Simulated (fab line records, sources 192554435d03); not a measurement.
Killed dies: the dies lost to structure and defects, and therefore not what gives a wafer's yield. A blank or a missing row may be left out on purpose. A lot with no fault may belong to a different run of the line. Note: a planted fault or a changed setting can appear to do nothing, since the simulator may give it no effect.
Chamber matching -- flow n5_finfet -- pecvd-01 running N5_BEOL_M12_ILD_DEP_00: 3 sister chambers
The step deposits SiOC from DEMS/O2, target thk 658.92 nm, time 130.7 s. 3 wafers are shown with their chamber, then 11 later ones without.

## EACH WAFER AND ITS CHAMBER
wafer,chamber,heater_power_w (W)
L087.2,2,339
L086.5,1,525
L088.1,0,359

## WAFERS WITHOUT THEIR CHAMBER
wafer,heater_power_w (W)
L088.2,376
L088.6,370
L091.1,447
L091.2,532
L091.3,340
L094.4,517
L094.5,352
L094.6,297
L097.2,332
L097.3,514
L097.4,541

## WHICH CHAMBER EACH ONE RAN IN
wafer,from the rows above,in truth
L088.2,can't be placed: 0 or 2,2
L088.6,can't be placed: 0 or 2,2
L091.1,can't be placed: 1 or 0 or 2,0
L091.2,1,1
L091.3,can't be placed: 2 or 0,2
L094.4,1,1
L094.5,can't be placed: 0 or 2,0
L094.6,can't be placed: 2 or 0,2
L097.2,can't be placed: 2 or 0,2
L097.3,1,1
L097.4,1,1
Correct placement for 4 of the 11. These rows do not allow placing 7 (true chamber among the candidates in 7). Wrongly placed: 0.
How it was worked out, from the rows above alone: a wafer's distance from a chamber is the root of the sum, over the readings, of the square of ((its reading less the chamber's mean) divided by the reading's scatter). If the next closest chamber is less than 2 further off than the closest, the wafer can't be placed; otherwise it belongs to the closest. Each chamber's mean is taken over the wafers shown for it. The scatter: with one shown wafer a chamber, the root of the mean of the squares of how far each hidden wafer lies from its nearest shown one.
